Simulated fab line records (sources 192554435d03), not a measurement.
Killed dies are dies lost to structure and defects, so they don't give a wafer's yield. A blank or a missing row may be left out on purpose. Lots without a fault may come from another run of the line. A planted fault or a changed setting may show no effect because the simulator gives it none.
fab line records ; flow n5-finfet ; part 2 of 2: steps 5 to 6 of 6
[record] lots = 24; wafers = 72; last-day = 17
route steps=1938 shown MOL_CONTACT_COAG@535 BEOL_M0_SAQP@634
lots with no fault: from the same line, run without faults
start-h: start of the lot's first displayed wafer, in hours after the record's first day ; wait-h: hours since the lot's step before ; " the same as in the row above ; L1.1+2: several wafers, shown together as one row ; - either no value or no given start ; * or withheld: withheld ; < > ~ a bound
route shown NAME@n: names a module that has steps shown in the file, with the first one's number in the route ; usual: mean/standard deviation taken from wafers without a fault ; same: alike in all rows ; chamber/n: place in a boat ; sites: readings site by site ; _std_site: their standard deviation ; _edge_site: mean of outer sites minus mean of inner sites ; radius-mm: for every site, how far away it sits from the centre of the wafer ; mask NAME#n: copy n ; behind: tool/chamber where the wafer was last shaped ; hold: what put the lot on hold/how long, in hours/how the hold closed ; device: transistor that didn't switch, given as n, p or np ; end of line: the route-end tests of the same wafers ; step lacking rows: just its recipe ; killed: dies lost to structure and defects at the first sort, not the wafer's yield ; map: dies across one wafer; x = killed, . = not, _ = none there
set.NAME: the setting as run; set.NAME@STEP: as run at that earlier step ; model.NAME: the simulator's own value behind a step, which no gauge read
one table for each step of the route and one row for each wafer, over a sample of lots
services: the hour from which a tool's chamber was out of use, counted from the record's first day as start-h (under 0 if before that day), plus the number of hours and why
[[steps]]
[step N5_MOL_CONTACT_COAG_ETCHBACK_136]
[recipe] chemistry = CHF3; target = SiO2; target-depth-a = 250; time-s = 16.7; ion-energy-ev = 200; pressure-mtorr = 30; source-w = 610; bias-w = 170; Ar_flow_sccm = 200; CHF3_flow_sccm = 50
[usual] drypump-motor-current-A = 5.3/0.58; oes-product-au = 0.77/0.1; rf-vpp-V = 526/16; showerhead-plenum-p-Torr = 2.35/0.075; throttle-valve-pct = 18.66/0.29
lot.wafer;tool;chamber;start-h;wait-h;drypump-motor-current-A;oes-product-au;rf-hours-counter-h;rf-vpp-V;showerhead-plenum-p-Torr;throttle-valve-pct
L074.3;rie-diel-04;0;103.65;0.0;5.4;0.70;222;532;2.35;19.11
L074.4;rie-diel-04;2;103.65;0.0;5.3;0.74;161;508;2.28;18.42
L074.5;rie-diel-04;1;103.65;0.0;5.4;0.68;-;534;2.24;18.63
L075.2;rie-diel-01;3;107.83;0.0;4.9;0.69;223;528;2.33;18.44
L075.4;rie-diel-01;3;107.83;0.0;4.9;0.68;-;528;2.33;18.44
L075.6;rie-diel-01;0;107.83;0.0;4.9;0.68;-;549;2.35;18.86
L076.2;rie-diel-04;1;114.68;0.0;5.3;0.67;232;534;2.23;18.61
L076.5;rie-diel-04;3;114.68;0.0;4.9;0.71;-;555;2.48;19.01
L076.6;rie-diel-04;0;114.68;0.0;5.5;0.70;-;532;2.35;19.11
L077.1;rie-diel-05;1;117.34;0.0;6.5;0.74;146;531;2.30;18.80
L077.2;rie-diel-05;0;117.34;0.0;5.9;0.66;249;529;2.33;18.61
L077.5;rie-diel-05;0;117.34;0.0;6.0;0.66;-;530;2.33;18.63
L078.1;rie-diel-05;1;124.72;0.0;6.4;0.75;151;528;2.30;18.80
L078.2;rie-diel-05;3;124.72;0.0;4.9;0.75;166;502;2.29;18.83
L078.6;rie-diel-05;1;124.72;0.0;6.3;0.75;-;530;2.30;18.80
L079.1;rie-diel-01;3;130.44;0.0;4.9;0.68;226;529;2.33;18.46
L079.4;rie-diel-01;1;130.44;0.0;4.7;0.74;177;506;2.47;18.87
L079.5;rie-diel-01;2;130.44;0.0;6.3;0.67;-;511;2.34;18.81
L080.1;rie-diel-04;0;133.77;0.0;5.5;0.69;235;532;2.35;19.14
L080.3;rie-diel-04;2;133.77;0.0;5.3;0.73;174;508;2.28;18.45
L080.5;rie-diel-04;3;133.77;0.0;4.9;0.70;-;557;2.48;19.04
L081.2;rie-diel-01;3;145.16;0.0;4.9;0.67;231;528;2.32;18.45
L081.4;rie-diel-01;1;145.16;0.0;4.7;0.73;-;508;2.47;18.89
L081.6;rie-diel-01;2;145.16;0.0;6.3;0.67;-;509;2.34;18.82
L082.1;rie-diel-05;0;157.31;0.0;6.0;0.96;4;531;2.33;18.23
L082.2;rie-diel-05;2;157.31;0.0;5.2;0.84;59;527;2.41;18.31
L082.6;rie-diel-05;1;157.31;0.0;6.5;0.74;-;529;2.30;18.83
L083.3;rie-diel-01;0;160.74;0.0;4.9;0.97;3;549;2.35;18.55
L083.5;rie-diel-01;2;160.74;0.0;6.3;0.67;-;510;2.34;18.85
L083.6;rie-diel-01;1;160.74;0.0;4.7;0.72;-;506;2.47;18.90
L084.2;rie-diel-01;1;164.00;0.0;4.7;0.73;191;507;2.47;18.90
L084.3;rie-diel-01;3;164.00;0.0;4.9;0.67;239;528;2.32;18.46
L084.6;rie-diel-01;3;164.00;0.0;4.9;0.67;-;527;2.32;18.49
L085.1;rie-diel-05;2;164.20;0.0;5.2;0.84;62;528;2.41;18.31
L085.3;rie-diel-05;1;164.20;0.0;6.4;0.73;167;529;2.30;18.82
L085.6;rie-diel-05;0;164.20;0.0;5.9;0.95;-;530;2.33;18.23
L086.1;rie-diel-04;2;176.42;0.0;5.3;0.72;192;508;2.27;18.49
L086.2;rie-diel-04;0;176.42;0.0;5.5;0.68;253;532;2.34;19.15
L086.5;rie-diel-04;0;176.42;0.0;5.5;0.68;-;532;2.34;19.14
L087.1;rie-diel-04;3;181.99;0.0;4.9;0.70;203;556;2.47;19.06
L087.4;rie-diel-04;2;181.99;0.0;5.3;0.72;-;507;2.27;18.49
L087.6;rie-diel-04;3;181.99;0.0;4.8;0.69;-;555;2.47;19.08
L088.1;rie-diel-04;1;185.37;0.0;5.3;0.95;4;543;2.51;18.32
L088.3;rie-diel-04;3;185.37;0.0;4.9;0.68;204;555;2.47;19.06
L088.6;rie-diel-04;3;185.37;0.0;4.8;0.69;-;555;2.47;19.06
L089.2;rie-diel-05;1;189.83;0.0;6.4;0.73;174;529;2.29;18.85
L089.5;rie-diel-05;3;189.83;0.0;4.9;0.73;-;502;2.28;18.86
L089.6;rie-diel-05;0;189.83;0.0;5.9;0.93;-;530;2.32;18.26
L090.2;rie-diel-05;0;195.33;0.0;5.9;0.92;16;530;2.32;18.25
L090.5;rie-diel-05;2;195.33;0.0;5.2;0.83;-;526;2.41;18.32
L090.6;rie-diel-05;1;195.33;0.0;6.4;0.73;-;527;2.29;18.85
L091.4;rie-diel-05;2;201.67;0.0;5.2;0.83;74;526;2.41;18.33
L091.5;rie-diel-05;2;201.67;0.0;5.2;0.82;-;527;2.41;18.33
L091.6;rie-diel-05;3;201.67;0.0;4.9;0.73;-;501;2.28;18.86
L092.2;rie-diel-05;2;210.97;0.0;5.2;0.83;77;527;2.41;18.33
L092.3;rie-diel-05;0;210.97;0.0;5.9;0.91;21;531;2.32;18.27
L092.5;rie-diel-05;1;210.97;0.0;6.4;0.72;-;529;2.29;18.85
L093.3;rie-diel-01;0;216.61;0.0;4.9;0.91;26;549;2.34;18.60
L093.5;rie-diel-01;1;216.61;0.0;4.7;0.71;-;507;2.46;18.94
L093.6;rie-diel-01;3;216.61;0.0;4.8;0.99;-;527;2.31;18.13
L094.1;rie-diel-01;1;219.47;0.0;4.7;0.72;214;508;2.46;18.94
L094.3;rie-diel-01;3;219.47;0.0;4.8;0.97;3;526;2.31;18.14
L094.5;rie-diel-01;0;219.47;0.0;4.9;0.90;-;548;2.34;18.62
L095.3;rie-diel-01;2;231.13;0.0;6.3;0.96;2;511;2.33;18.46
L095.4;rie-diel-01;3;231.13;0.0;4.8;0.95;8;528;2.31;18.15
L095.5;rie-diel-01;3;231.13;0.0;4.9;0.95;-;529;2.31;18.15
L096.3;rie-diel-04;3;234.07;0.0;4.8;0.69;225;556;2.46;19.12
L096.5;rie-diel-04;2;234.07;0.0;5.3;0.69;-;509;2.26;18.52
L096.6;rie-diel-04;3;234.07;0.0;4.9;0.68;-;555;2.46;19.12
L097.1;rie-diel-05;1;239.32;0.0;6.4;0.71;191;529;2.29;18.86
L097.2;rie-diel-05;3;239.32;0.0;4.9;0.72;207;501;2.27;18.89
L097.6;rie-diel-05;1;239.32;0.0;6.4;0.71;-;531;2.29;18.86
[step N5_BEOL_M0_SAQP_HM_DEP_02]
[recipe] material = TiN; target-thk-a = 120; temp-c = 25; chamber-pressure-pa = 0.49996
[usual] throttle-valve-pct = 30.0/0.91
lot.wafer;tool;chamber;start-h;wait-h;throttle-valve-pct
L074.3;pvd-sputter-02;-;108.94;0.7;30.5
L074.4;pvd-sputter-02;-;108.94;0.7;31.8
L074.5;pvd-sputter-02;-;108.94;0.7;30.3
L075.2;pvd-sputter-02;-;113.70;1.3;30.3
L075.4;pvd-sputter-02;-;113.70;1.3;29.3
L075.6;pvd-sputter-02;-;113.70;1.3;31.2
L076.2;pvd-sputter-03;-;119.66;0.4;28.4
L076.5;pvd-sputter-03;-;119.66;0.4;28.5
L076.6;pvd-sputter-03;-;119.66;0.4;29.8
L077.1;pvd-sputter-02;-;123.22;1.0;31.4
L077.2;pvd-sputter-02;-;123.22;1.0;30.5
L077.5;pvd-sputter-02;-;123.22;1.0;29.6
L078.1;pvd-sputter-03;-;130.31;0.9;29.5
L078.2;pvd-sputter-03;-;130.31;0.9;28.5
L078.6;pvd-sputter-03;-;130.31;0.9;29.4
L079.1;pvd-sputter-03;-;138.65;3.6;30.2
L079.4;pvd-sputter-03;-;138.65;3.6;28.3
L079.5;pvd-sputter-03;-;138.65;3.6;30.3
L080.1;pvd-sputter-01;-;138.98;0.6;29.0
L080.3;pvd-sputter-01;-;138.98;0.6;29.4
L080.5;pvd-sputter-01;-;138.98;0.6;29.2
L081.2;pvd-sputter-01;-;151.28;1.5;31.3
L081.4;pvd-sputter-01;-;151.28;1.5;31.1
L081.6;pvd-sputter-01;-;151.28;1.5;31.3
L082.1;pvd-sputter-01;-;162.23;0.4;29.3
L082.2;pvd-sputter-01;-;162.23;0.4;31.1
L082.6;pvd-sputter-01;-;162.23;0.4;28.8
L083.3;pvd-sputter-03;-;165.49;0.2;29.5
L083.5;pvd-sputter-03;-;165.49;0.2;30.3
L083.6;pvd-sputter-03;-;165.49;0.2;28.6
L084.2;pvd-sputter-02;-;170.48;1.9;30.9
L084.3;pvd-sputter-02;-;170.48;1.9;31.2
L084.6;pvd-sputter-02;-;170.48;1.9;30.4
L085.1;pvd-sputter-01;-;171.99;0.4;31.3
L085.3;pvd-sputter-01;-;171.99;0.4;29.2
L085.6;pvd-sputter-01;-;171.99;0.4;31.6
L086.1;pvd-sputter-03;-;181.05;0.1;28.4
L086.2;pvd-sputter-03;-;181.05;0.1;30.1
L086.5;pvd-sputter-03;-;181.05;0.1;29.9
L087.1;pvd-sputter-03;-;187.94;1.1;29.5
L087.4;pvd-sputter-03;-;187.94;1.1;29.9
L087.6;pvd-sputter-03;-;187.94;1.1;30.0
L088.1;pvd-sputter-03;-;192.12;1.8;28.6
L088.3;pvd-sputter-03;-;192.12;1.8;30.2
L088.6;pvd-sputter-03;-;192.12;1.8;29.6
L089.2;pvd-sputter-03;-;195.58;1.2;30.1
L089.5;pvd-sputter-03;-;195.58;1.2;29.9
L089.6;pvd-sputter-03;-;195.58;1.2;28.5
L090.2;pvd-sputter-03;-;201.23;1.3;30.1
L090.5;pvd-sputter-03;-;201.23;1.3;30.1
L090.6;pvd-sputter-03;-;201.23;1.3;28.4
L091.4;pvd-sputter-02;-;207.47;1.2;30.6
L091.5;pvd-sputter-02;-;207.47;1.2;30.7
L091.6;pvd-sputter-02;-;207.47;1.2;29.5
L092.2;pvd-sputter-02;-;216.72;1.2;31.4
L092.3;pvd-sputter-02;-;216.72;1.2;30.4
L092.5;pvd-sputter-02;-;216.72;1.2;29.3
L093.3;pvd-sputter-02;-;222.16;1.0;31.1
L093.5;pvd-sputter-02;-;222.16;1.0;31.0
L093.6;pvd-sputter-02;-;222.16;1.0;30.3
L094.1;pvd-sputter-03;-;225.91;1.7;29.4
L094.3;pvd-sputter-03;-;225.91;1.7;30.1
L094.5;pvd-sputter-03;-;225.91;1.7;29.9
L095.3;pvd-sputter-03;-;237.77;2.0;30.2
L095.4;pvd-sputter-03;-;237.77;2.0;29.3
L095.5;pvd-sputter-03;-;237.77;2.0;29.8
L096.3;pvd-sputter-03;-;239.41;0.7;30.0
L096.5;pvd-sputter-03;-;239.41;0.7;30.0
L096.6;pvd-sputter-03;-;239.41;0.7;28.6
L097.1;pvd-sputter-03;-;244.57;0.7;29.5
L097.2;pvd-sputter-03;-;244.57;0.7;30.0
L097.6;pvd-sputter-03;-;244.57;0.7;28.4
[[services]]
tool;chamber;start-h;hours;kind
rie-diel-05;-;71.46;0.8;repair
plasma-asher-01;-;96.63;1.2;repair
rie-diel-01;-;102.19;4.3;pm
rie-diel-01;2;107.31;5.2;repair
rie-diel-05;0;119.05;-;clean
rie-diel-05;0;119.05;-;consumable-replace:focus-ring
rie-diel-05;0;119.05;23.4;scheduled-down
rie-diel-05;0;119.05;23.4;vent-cycle
rie-diel-05;2;120.99;4.6;repair
rie-diel-01;0;141.86;-;clean
pvd-sputter-01;-;144.28;0.7;repair
rie-diel-04;1;152.74;6.5;repair
rie-diel-04;1;165.36;-;clean
rie-diel-04;1;165.36;-;consumable-replace:focus-ring
rie-diel-04;1;165.36;-;consumable-replace:showerhead
rie-diel-04;1;165.36;12.3;scheduled-down
rie-diel-04;1;165.36;12.3;vent-cycle
rtp-anneal-02;-;175.38;5.5;pm
pvd-sputter-02;-;177.09;4.0;repair
rie-diel-04;0;177.71;-;clean
rie-diel-04;0;177.71;-;consumable-replace:focus-ring
rie-diel-04;0;177.71;25.2;scheduled-down
rie-diel-04;0;177.71;25.2;vent-cycle
rie-diel-04;-;240.99;2.6;repair
